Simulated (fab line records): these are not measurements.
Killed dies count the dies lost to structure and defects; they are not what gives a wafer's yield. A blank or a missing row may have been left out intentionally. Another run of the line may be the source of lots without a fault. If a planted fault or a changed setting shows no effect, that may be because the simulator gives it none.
What tool caused it? | flow n5_finfet | 27 wafers sampled from 9 lots at 1 step of a route of 1938

## WHAT THE GAUGES SHOWED, per wafer
N5_BEOL_M4_RC_MEAS_101. Usual: DIBL_N 36.8 mV/V, standard deviation 1.9; DIBL_P 36.5 mV/V, standard deviation 2.1; IOFF_N 0.17 nA/um, standard deviation 0.038; IOFF_P 0.22 nA/um, standard deviation 0.039; ION_N 675 uA/um, standard deviation 12; ION_P 463 uA/um, standard deviation 7.4; SS_N 71.6 mV/dec, standard deviation 0.71; SS_P 73.4 mV/dec, standard deviation 0.72; VT_N 249 mV, standard deviation 3.3; VT_P -250 mV, standard deviation 3.3.
lot  | measured     | on        | DIBL_N (mV/V)  | DIBL_P (mV/V)  | IOFF_N (nA/um) | IOFF_P (nA/um) | ION_N (uA/um) | ION_P (uA/um) | SS_N (mV/dec)  | SS_P (mV/dec)  | VT_N (mV)   | VT_P (mV)      | flag
L628 | day 8 19:52  | prober-01 | 35.5 37.5 36.2 | 34.9 37.1 35.7 | 0.16 0.19 0.16 | 0.21 0.25 0.21 | 679 686 690   | 461 467 466   | 71.2 71.8 71.1 | 73.1 72.9 73.1 | 246 245 247 | -249 -244 -245 |
L633 | day 10 21:26 | prober-02 | 33.6 36.5 37.0 | 33.0 35.9 37.0 | 0.12 0.16 0.17 | 0.16 0.20 0.21 | 654 667 657   | 458 456 452   | 70.5 71.6 71.3 | 72.4 73.9 74.4 | 253 250 249 | -254 -252 -250 |
L638 | day 11 05:40 | prober-01 | 37.2 37.3 34.9 | 36.3 36.5 34.8 | 0.16 0.17 0.13 | 0.21 0.23 0.19 | 664 686 672   | 460 469 464   | 71.0 71.1 70.8 | 73.0 73.7 72.8 | 251 248 252 | -248 -248 -250 |
L639 | day 11 22:47 | prober-01 | 35.2 40.4 34.9 | 34.2 39.5 35.6 | 0.15 0.26 0.14 | 0.18 0.29 0.21 | 670 674 678   | 458 458 480   | 70.6 72.3 70.3 | 72.4 73.7 72.1 | 249 245 250 | -252 -247 -248 |
L643 | day 12 03:20 | prober-02 | 35.6 34.5 35.5 | 35.2 34.4 35.4 | 0.14 0.13 0.14 | 0.21 0.20 0.22 | 671 668 678   | 466 464 467   | 71.0 70.7 71.7 | 73.7 72.6 73.4 | 252 255 253 | -250 -246 -247 |
L644 | day 13 04:44 | prober-02 | 36.2 38.4 34.2 | 35.5 37.3 32.5 | 0.13 0.16 0.11 | 0.18 0.20 0.14 | 676 667 673   | 461 454 456   | 71.8 72.5 71.4 | 73.3 73.9 72.3 | 253 252 254 | -256 -251 -257 |
L647 | day 14 18:22 | prober-02 | 34.5 35.6 36.0 | 33.5 34.9 35.2 | 0.12 0.13 0.15 | 0.15 0.17 0.17 | 681 677 676   | 463 462 456   | 70.7 71.7 72.1 | 72.4 73.2 73.9 | 252 254 250 | -252 -253 -254 |
L649 | day 15 01:47 | prober-02 | 38.5 41.7 36.9 | 38.1 40.6 34.9 | 0.20 0.28 0.16 | 0.25 0.31 0.20 | 698 685 680   | 472 470 465   | 72.2 72.6 71.7 | 73.8 74.5 73.5 | 244 242 250 | -247 -245 -251 |
L648 | day 15 02:19 | prober-01 | 36.0 39.1 37.1 | 36.2 39.6 37.7 | 0.15 0.19 0.17 | 0.20 0.25 0.24 | 674 679 675   | 460 459 464   | 71.2 72.2 72.1 | 72.9 74.1 73.0 | 249 246 249 | -252 -249 -252 |

## WHAT TOOL EACH LOT RAN ON (gives the tool, then ch and the chambers of the sampled wafers, and finally the start)
Record: no process step prior to these readings.

## AS READ BY THE TOOLS THEMSELVES (means over the sampled wafers that have a number; for cases with no such wafer, the mark the record gives instead)
The record holds no such reading with a usual standard deviation.

## THE ANSWER, worked out from the rows above alone
Rule: a lot is off if the mean of its wafers that have a number lies more than 3 standard deviations from the usual mean. A lot without any number at a reading at which 4 lots or more have one is off too. The other lots that the step has rows for count as sound. The gauges are gone through in route order, then the tools' own readings, and for those a lot's mean is taken as printed above. At the first step where some lot is off, the reading lying furthest off is the one used; lots without a number count as furthest.
No lot is off at any reading shown: from this, nothing can be told.

## WHAT THE SIMULATOR PUT IN
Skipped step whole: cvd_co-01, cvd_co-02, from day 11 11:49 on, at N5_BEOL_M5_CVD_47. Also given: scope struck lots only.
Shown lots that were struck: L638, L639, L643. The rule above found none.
